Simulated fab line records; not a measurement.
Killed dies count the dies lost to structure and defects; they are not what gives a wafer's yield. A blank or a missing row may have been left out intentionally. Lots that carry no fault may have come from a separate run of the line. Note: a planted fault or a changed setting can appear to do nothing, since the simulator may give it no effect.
2 desks looking at one fault -- flow nand-harc -- each desk holds nothing but its own numbers, with what lay behind them at the end

## FROM THE METROLOGY DESK
What the gauges read, lot by lot, whatever tool the lot ran on: means of the sampled wafers that have a number. A lot is out of limits, marked OUT, if its mean lies more than 4 standard deviations from the usual mean; the brackets give that distance.
Columns: A = cd-nm at NHARC_A_CHANNEL_HOLE_D2_CD_MEAS_10, usual 100.1 nm; B = cd-nm at NHARC_A_CHANNEL_HOLE_D2_CD_MEAS_18, usual 99.0 nm; C = cd-nm at NHARC_A_CHANNEL_HOLE_D2_CD_MEAS_31, usual 89.2 nm
lot,first seen here,A,B,C
L976,day 14 04:52,100.0,100.9,89.8
L977,day 14 16:43,100.0,96.0,91.2
L981,day 15 20:37,99.8,99.5,89.8
L983,day 16 08:29,99.2,98.0,89.6
L985,day 16 21:13,100.1,100.9,87.7
L984,day 16 23:08,100.5,97.0,88.7
L986,day 18 02:25,100.3,101.6,89.4
L995,day 21 19:38,88.1 (-22) OUT,88.0 (-4.8) OUT,77.6 (-7.8) OUT
L996,day 21 21:31,81.8 (-34) OUT,80.9 (-7.9) OUT,69.5 (-13) OUT
L998,day 22 06:53,100.2,100.7,89.5
This desk finds L995, L996 out of limits, L995 being first, at day 21 19:38 (cd-nm at NHARC_A_CHANNEL_HOLE_D2_CD_MEAS_10). L976, L977, L981, L983, L985, L984, L986, L998 stayed within limits.

## THE TOOL OWNER'S DESK: litho-track-01
The tool's own readings at NHARC_A_CHANNEL_HOLE_D2_PEB_08 (peb time 65 s): means of the sampled wafers that have a number, for each lot that ran on this tool. A lot is out of limits, marked OUT, if its mean lies more than 4 standard deviations from the usual mean; the brackets give that distance.
Columns: A = heater-power-total-W at NHARC_A_CHANNEL_HOLE_D2_PEB_08, usual 156.6 W
lot,first seen here,A
L985,day 16 21:08,156.4
L984,day 16 23:04,156.9
L995,day 21 19:34,203.3 (+99 or more) OUT
L996,day 21 21:26,227.5 (+99 or more) OUT
This desk finds L995, L996 out of limits, L995 being first, at day 21 19:34 (heater-power-total-W at NHARC_A_CHANNEL_HOLE_D2_PEB_08). L985, L984 stayed within limits.

## BROUGHT TOGETHER
At day 21 19:34, on L995, L996, the tool owner's desk was in a position to raise an alarm.
An alarm was possible from the metrology desk at day 21 19:38, on L995, L996.
NHARC_A_CHANNEL_HOLE_D2_PEB_08 was run on litho-track-01 by each of the lots named.

## WHAT THE SIMULATOR HAD INSERTED
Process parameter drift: litho-track-01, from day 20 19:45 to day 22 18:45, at NHARC_A_CHANNEL_HOLE_D2_PEB_08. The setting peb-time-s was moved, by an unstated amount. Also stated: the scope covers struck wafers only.
Struck lots among those shown: L995, L996.
Counting hours from when the fault started, the first reading out of limits came at 24 for the tool owner's desk and at 24 for the metrology desk.
